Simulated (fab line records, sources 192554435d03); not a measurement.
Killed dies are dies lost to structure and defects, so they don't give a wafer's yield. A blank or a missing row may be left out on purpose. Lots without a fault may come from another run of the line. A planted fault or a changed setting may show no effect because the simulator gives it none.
fab line records | flow n5_finfet
record lots=10 wafers=30 last_day=17
route steps=1938 shown FIN_SAQP@116
lots that met no fault: from a run of the same line without faults
start_h: hours from the record's first day to the start of the lot's first wafer shown | wait_h: hours since the lot's step before | " the same as in the row above | L1.1+2: a row that stands for several wafers | - no value, or no start given | * or withheld: withheld | < > ~ a bound
route shown NAME@n: a module of which the file shows steps, and the number in the route of the first | usual: mean/standard deviation of fault-free wafers | same: alike in all rows | chamber/n: place in a boat | sites: the reading at each site | _std_site: their standard deviation | _edge_site: outer sites' mean less inner sites' | radius_mm: how far each site lies from the wafer's centre | mask NAME#n: copy n | behind: the tool/chamber that last shaped the wafer | hold: why the lot was held/for how many hours/how that ended | device: the transistor (n, p or np) that didn't switch | end of line: the same wafers' tests at the end of the route | a step without rows: its recipe alone | killed: dies lost to structure and defects at the first sort, not the wafer's yield | map: a wafer's dies, x killed, . not, _ none there
set.NAME: the setting as run; set.NAME@STEP: as run at that earlier step | model.NAME: the simulator's own value behind a step, which no gauge read
steps of the route over a sample of lots; a table a step, a row a wafer
services: from which hour (start_h, from the record's first day; less than 0 if before it) a tool's chamber was out of use, for how many hours, and why
## steps
# step N5_FIN_SAQP_ETCH_52
# recipe chemistry=N2/H2 target=SOC target_depth_a=1000 overetch_a=200 mask_material=SiARC temp_c=40 time_s=150 ion_energy_ev=200 pressure_mtorr=30 source_w=840 bias_w=150 n2_flow_sccm=200 h2_flow_sccm=200 ends=end_point
# usual bias_w=150.0/0.46 drypump_motor_current_A=5.9/0.46 n2_flow_sccm=199.9/0.56 oes_product_au=0.68/0.061 rf_vpp_V=523.5/2.4 showerhead_plenum_p_Torr=2.53/0.075 throttle_valve_pct=17.77/0.25
# columns lot.wafer tool chamber start_h wait_h bias_w drypump_motor_current_A n2_flow_sccm oes_product_au rf_hours_counter_h rf_vpp_V showerhead_plenum_p_Torr throttle_valve_pct
L946.1 rie_diel-05 2 33.93 0.0 149.9 5.9 199.0 0.65 193 519.6 2.43 18.03
L946.2 " 0 " " 149.6 5.9 200.5 0.65 191 521.5 2.43 17.77
L946.4 " 3 " " 149.9 6.1 199.7 0.66 179 525.8 2.63 17.50
L947.2 rie_diel-03 3 40.13 0.0 150.1 5.6 200.2 0.62 249 524.3 2.51 18.10
L947.3 " 2 " " 150.0 6.0 199.3 0.67 175 526.0 2.64 18.34
L947.5 " 3 " " 150.6 5.5 200.8 0.62 - 522.2 2.51 18.10
L949.1 rie_diel-05 2 52.21 0.0 149.7 6.0 199.7 0.65 200 520.9 2.42 18.05
L949.4 " 1 " " 149.4 5.0 200.0 0.67 151 525.1 2.55 17.63
L949.6 " 3 " " 150.7 6.2 199.3 0.66 - 526.7 2.62 17.51
L952.1 rie_diel-04 1 72.15 0.0 149.4 6.1 199.4 0.65 188 527.3 2.63 17.58
L952.2 " 2 " " 150.4 6.4 199.6 0.66 172 524.9 2.54 18.09
L952.6 " 0 " " 149.7 6.5 199.7 0.65 - 525.9 2.64 17.56
L955.1 rie_diel-03 1 91.01 0.0 150.6 6.6 199.1 0.81 26 521.7 2.50 17.47
L955.5 " 0 " " 149.2 5.3 200.3 0.66 - 523.1 2.52 17.76
L955.6 " 1 " " 149.6 6.6 199.5 0.81 - 522.5 2.50 17.50
L956.1 rie_diel-04 1 96.87 0.0 149.9 6.1 200.0 0.64 196 526.7 2.63 17.57
L956.2 " 2 " " 150.9 6.4 199.8 0.65 180 523.3 2.54 18.08
L956.4 " 0 " " 150.3 6.6 200.0 0.64 187 524.9 2.63 17.58
L961.1 rie_diel-04 3 123.88 0.0 150.1 6.1 199.5 0.73 96 522.7 2.46 17.59
L961.4 " 0 " " 149.5 6.5 200.1 0.64 200 528.2 2.63 17.60
L961.5 " 0 " " 149.5 6.6 199.0 0.63 - 528.1 2.63 17.58
L962.2 rie_diel-04 1 129.68 0.0 149.6 6.1 200.0 0.64 208 526.8 2.63 17.59
L962.4 " 0 " " 150.2 6.6 200.0 0.63 202 526.7 2.62 17.63
L962.6 " 2 " " 150.2 6.4 199.6 0.65 - 523.2 2.53 18.10
L963.1 rie_diel-05 2 138.19 0.0 149.9 5.9 200.3 0.63 229 522.4 2.41 18.10
L963.4 " 3 " " 149.8 6.2 200.0 0.64 217 527.1 2.61 17.57
L963.6 " 2 " " 149.7 5.9 199.6 0.63 - 519.8 2.41 18.08
L964.1 rie_diel-04 1 142.32 0.0 149.3 6.1 199.6 0.63 212 525.3 2.62 17.60
L964.2 " 2 " " 149.9 6.4 199.9 0.64 197 522.2 2.53 18.11
L964.6 " 1 " " 149.1 6.1 199.5 0.63 - 526.9 2.62 17.61
# step N5_FIN_SAQP_ETCH_65
# recipe chemistry=CF4 target=SiO2 target_depth_a=40 ion_energy_ev=350 time_s=4.4 pressure_mtorr=10 icp_w=800 bias_w=400 cf4_flow_sccm=80
# usual bias_w=399.9/1.2 drypump_motor_current_A=5.8/0.52 oes_product_au=1.001/0.018 throttle_valve_pct=21.78/0.29
# columns lot.wafer tool chamber start_h wait_h bias_w drypump_motor_current_A oes_product_au rf_hours_counter_h throttle_valve_pct
L946.1 rie_si-05 0 36.17 0.1 401.3 6.4 0.985 110 21.77
L946.2 " 2 " " 399.7 6.4 0.982 92 22.14
L946.4 " 3 " " 398.8 5.2 1.007 5 21.54
L947.2 rie_si-06 3 42.53 0.1 399.1 6.1 0.984 51 21.92
L947.3 " 2 " " 399.0 5.5 1.029 31 22.06
L947.5 " 3 " " 401.0 6.1 0.985 - 21.91
L949.1 rie_si-06 3 54.78 0.1 400.1 6.1 0.985 51 21.90
L949.4 " 2 " " 400.8 5.5 1.016 31 22.07
L949.6 " 3 " " 399.3 6.1 0.986 - 21.91
L952.1 rie_si-05 0 74.40 0.1 399.5 6.4 0.985 111 21.76
L952.2 " 1 " " 400.6 5.0 0.996 58 21.58
L952.6 " 0 " " 401.7 6.4 0.981 - 21.77
L955.1 rie_si-06 3 93.10 0.1 399.1 6.1 0.993 52 21.92
L955.5 " 1 " " 398.7 6.1 1.043 - 21.37
L955.6 " 0 " " 401.5 5.2 0.991 - 22.11
L956.1 rie_si-01 2 99.23 0.1 401.7 6.5 0.999 25 21.67
L956.2 " 0 " " 400.1 6.1 0.984 170 22.18
L956.4 " 3 " " 400.3 5.8 0.992 1 21.94
L961.1 rie_si-01 3 126.04 0.1 398.2 5.8 0.994 2 21.94
L961.4 " 1 " " 400.8 5.8 1.001 67 21.28
L961.5 " 1 " " 400.6 5.8 1.005 - 21.27
L962.2 rie_si-01 0 131.91 0.1 400.8 6.1 0.973 171 22.17
L962.4 " 3 " " 400.1 5.8 0.991 2 21.94
L962.6 " 1 " " 399.6 5.8 1.007 - 21.27
L963.1 rie_si-05 3 140.42 0.1 398.7 5.2 1.018 7 21.52
L963.4 " 2 " " 396.4 6.4 0.978 94 22.16
L963.6 " 3 " " 400.7 5.2 1.014 - 21.53
L964.1 rie_si-01 0 144.53 0.1 400.9 6.1 0.986 171 22.18
L964.2 " 2 " " 399.5 6.6 1.016 25 21.67
L964.6 " 1 " " 398.9 5.8 0.998 - 21.30
# step N5_FIN_SAQP_ETCH_67
# recipe chemistry=CH3F/O2 target=SiNx target_depth_a=300 mask_material=SOC pressure_mtorr=30 source_w=395 bias_w=73 Ar_flow_sccm=150 CH3F_flow_sccm=30 O2_flow_sccm=20 ion_energy_ev=120
# usual bias_w=73.03/0.21 drypump_motor_current_A=6.0/0.44 mfc_ar_sccm=150.0/0.49 oes_product_au=0.75/0.064 rf_vpp_V=296/5.5 showerhead_plenum_p_Torr=1.99/0.063 throttle_valve_pct=16.28/0.22
# columns lot.wafer tool chamber start_h wait_h bias_w drypump_motor_current_A mfc_ar_sccm oes_product_au rf_hours_counter_h rf_vpp_V showerhead_plenum_p_Torr throttle_valve_pct
L946.1 rie_diel-05 3 36.95 0.0 72.99 6.1 150.2 0.73 181 287 2.07 16.12
L946.2 " 1 " " 73.12 5.0 149.3 0.75 146 289 2.00 16.13
L946.4 " 0 " " 72.84 5.9 150.8 0.71 193 290 1.89 16.20
L947.2 rie_diel-04 1 43.27 0.0 73.16 6.1 148.5 0.74 177 298 2.07 16.11
L947.3 " 0 " " 72.95 6.6 150.2 0.71 169 302 2.08 16.10
L947.5 " 3 " " 72.73 6.1 149.9 0.85 - 305 1.95 16.03
L949.1 rie_diel-04 0 55.45 0.0 72.97 6.6 150.6 0.72 173 302 2.08 16.12
L949.4 " 1 " " 73.13 6.1 150.2 0.73 182 297 2.07 16.11
L949.6 " 2 " " 72.99 6.3 150.1 0.74 - 290 1.98 16.51
L952.1 rie_diel-05 3 75.03 0.0 73.07 6.2 150.3 0.71 195 289 2.07 16.14
L952.2 " 1 " " 73.24 5.0 150.2 0.74 159 288 2.00 16.15
L952.6 " 1 " " 73.58 5.0 150.8 0.73 - 290 2.00 16.17
L955.1 rie_diel-04 0 93.87 0.0 72.71 6.6 150.2 0.70 186 302 2.07 16.14
L955.5 " 0 " " 73.09 6.6 150.1 0.70 - 303 2.07 16.14
L955.6 " 3 " " 73.09 6.1 149.4 0.83 - 305 1.94 16.07
L956.1 rie_diel-05 0 99.95 0.0 72.98 5.8 149.4 0.69 214 288 1.89 16.22
L956.2 " 3 " " 73.11 6.1 149.8 0.70 205 288 2.06 16.16
L956.4 " 2 " " 72.70 6.0 149.7 0.70 218 293 1.89 16.46
L961.1 rie_diel-04 2 126.67 0.0 72.90 6.4 149.9 0.72 191 293 1.97 16.57
L961.4 " 1 " " 73.07 6.1 149.7 0.71 207 297 2.06 16.16
L961.5 " 1 " " 72.95 6.1 149.4 0.71 - 296 2.06 16.17
L962.2 rie_diel-04 3 132.53 0.0 72.98 6.1 150.4 0.82 99 304 1.94 16.10
L962.4 " 2 " " 73.02 6.4 149.7 0.72 194 292 1.97 16.57
L962.6 " 0 " " 72.80 6.6 149.0 0.69 - 302 2.07 16.18
L963.1 rie_diel-03 3 141.05 0.0 73.15 5.5 149.9 0.93 25 300 1.98 16.35
L963.4 " 2 " " 73.63 5.9 150.7 0.72 207 298 2.07 16.85
L963.6 " 1 " " 73.06 6.6 149.6 0.90 - 295 1.96 16.03
L964.1 rie_diel-05 1 145.45 0.0 73.16 5.0 149.8 0.72 182 288 1.99 16.21
L964.2 " 3 " " 73.21 6.2 150.2 0.70 218 286 2.06 16.20
L964.6 " 0 " " 72.77 5.9 149.8 0.68 - 287 1.88 16.26
# step N5_FIN_SAQP_HM_OPEN_33
# recipe chemistry=CH3F/O2 target=SiNx mask_material=SiO2 target_depth_a=494 time_s=70.6 pressure_mtorr=30 source_w=395 bias_w=73 Ar_flow_sccm=150 CH3F_flow_sccm=30 O2_flow_sccm=20 ion_energy_ev=120 ends=cleared
# usual bias_w=72.97/0.2 drypump_motor_current_A=6.0/0.44 etch_rf_on_time_s=69.6/1.5 mfc_ar_sccm=150.0/0.41 oes_product_au=0.66/0.068 rf_vpp_V=296/5.2 showerhead_plenum_p_Torr=1.99/0.058 throttle_valve_pct=16.28/0.24
# columns lot.wafer tool chamber start_h wait_h bias_w drypump_motor_current_A etch_rf_on_time_s mfc_ar_sccm oes_product_au rf_hours_counter_h rf_vpp_V showerhead_plenum_p_Torr throttle_valve_pct
L946.1 rie_diel-03 2 38.12 0.1 73.29 5.9 68.5 149.9 0.64 175 299 2.08 16.79
L946.2 " 3 " " 72.94 5.5 68.4 150.0 0.59 248 298 1.98 16.70
L946.4 " 1 " " 73.12 6.6 67.8 150.0 0.83 7 293 1.97 15.93
L947.2 rie_diel-03 1 44.09 0.0 72.79 6.6 67.6 150.6 0.82 10 296 1.97 15.95
L947.3 " 0 " " 73.13 5.3 68.6 150.1 0.65 141 296 2.01 16.33
L947.5 " 2 " " 72.75 6.0 70.2 150.3 0.64 - 298 2.08 16.78
L949.1 rie_diel-04 2 56.31 0.0 73.05 6.3 71.8 150.2 0.63 166 292 1.98 16.50
L949.4 " 3 " " 73.41 6.1 68.2 149.8 0.72 72 305 1.95 16.05
L949.6 " 2 " " 72.99 6.3 71.9 149.9 0.62 - 293 1.98 16.50
L952.1 rie_diel-05 3 75.91 0.1 72.80 6.1 69.9 149.7 0.62 195 287 2.07 16.14
L952.2 " 0 " " 73.12 5.8 69.1 150.0 0.60 204 288 1.89 16.18
L952.6 " 0 " " 73.15 5.9 70.4 149.9 0.60 - 289 1.89 16.17
L955.1 rie_diel-04 2 96.18 0.0 72.78 6.4 69.7 150.7 0.62 179 293 1.97 16.52
L955.5 " 2 " " 72.96 6.4 71.5 150.2 0.62 - 291 1.98 16.54
L955.6 " 3 " " 72.92 6.1 69.3 150.2 0.71 - 305 1.94 16.05
L956.1 rie_diel-03 0 102.82 0.1 72.95 5.4 68.3 149.8 0.63 160 295 2.00 16.38
L956.2 " 1 " " 72.69 6.6 67.7 150.0 0.77 30 292 1.96 15.97
L956.4 " 3 " " 72.78 5.5 66.9 150.1 0.83 11 300 1.98 16.28
L961.1 rie_diel-04 0 127.50 0.0 72.86 6.6 71.7 149.5 0.60 201 303 2.07 16.15
L961.4 " 1 " " 73.11 6.1 69.1 149.8 0.61 208 296 2.06 16.14
L961.5 " 1 " " 72.90 6.1 70.2 150.5 0.61 - 295 2.06 16.15
L962.2 rie_diel-03 2 133.81 0.2 73.08 6.0 70.3 150.2 0.61 205 297 2.07 16.84
L962.4 " 1 " " 73.20 6.6 42.8 150.8 1.01 42 295 1.96 16.03
L962.6 " 1 " " 73.36 6.6 67.6 150.2 0.76 - 293 1.96 16.01
L963.1 rie_diel-03 2 141.86 0.0 73.24 6.0 44.6 150.6 0.82 207 298 2.07 16.86
L963.4 " 0 " " 72.65 5.4 44.9 149.4 0.83 174 294 2.00 16.43
L963.6 " 2 " " 73.21 6.0 71.6 150.5 0.61 - 298 2.07 16.84
L964.1 rie_diel-04 3 146.60 0.1 72.75 6.1 67.8 149.4 0.69 104 306 1.94 16.10
L964.2 " 1 " " 72.91 6.1 68.5 149.7 0.61 214 296 2.06 16.15
L964.6 " 2 " " 73.18 6.3 69.3 150.3 0.61 - 291 1.97 16.57
## services
# columns tool chamber start_h hours kind
rie_diel-03 1 11.62 21.1 repair
rie_si-01 1 11.81 0.9 repair
rie_si-06 0 22.76 1.5 repair
rie_si-01 3 25.42 - clean
rie_si-01 3 25.42 - consumable_replace:focus_ring
rie_si-01 3 25.42 13.3 scheduled_down
rie_si-01 3 25.42 13.3 vent_cycle
rie_diel-05 0 37.87 5.3 repair
rie_diel-03 3 42.17 - clean
rie_diel-03 3 42.17 - consumable_replace:focus_ring
rie_diel-03 3 42.17 19.3 scheduled_down
rie_diel-03 3 42.17 19.3 vent_cycle
rie_diel-03 - 95.44 6.3 repair
rie_diel-04 1 111.29 4.4 repair
rie_si-05 - 127.91 2.8 pm
rie_si-06 3 128.35 1.9 repair
rie_diel-04 0 137.60 42.6 repair
## key
first_sign step=N5_FIN_SAQP_HM_OPEN_33 reading=etch_rf_on_time_s direction=down sigmas=17 usual=* struck=*
effect step=N5_FIN_SAQP_HM_OPEN_33 reading=oes_product_au direction=up sigmas=3.4 usual=0.66 struck=0.89
met_at N5_FIN_SAQP_HM_OPEN_33
struck_lots L962,L963
struck_wafers L962.4,L963.1,L963.4
tester_left_out L962,L963
not_acting_at N5_FIN_SAQP_ETCH_52,N5_FIN_SAQP_ETCH_65,N5_FIN_SAQP_ETCH_67
onset_between 102.82 133.81
fault kind=process_parameter_drift tool=rie_diel-03 chamber=- onset_h=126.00 steps=N5_FIN_SAQP_HM_OPEN_33 channel=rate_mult offset=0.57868 shape=step end_h=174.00 scope=struck_wafers_only
# tester_left_out: of these lots the tester's yield and bins aren't shown, on N5 and GAA mostly nor the transistor test; their killed dies are dies lost to structure and defects alone, not to doping, threshold or leakage, so they don't give the yield
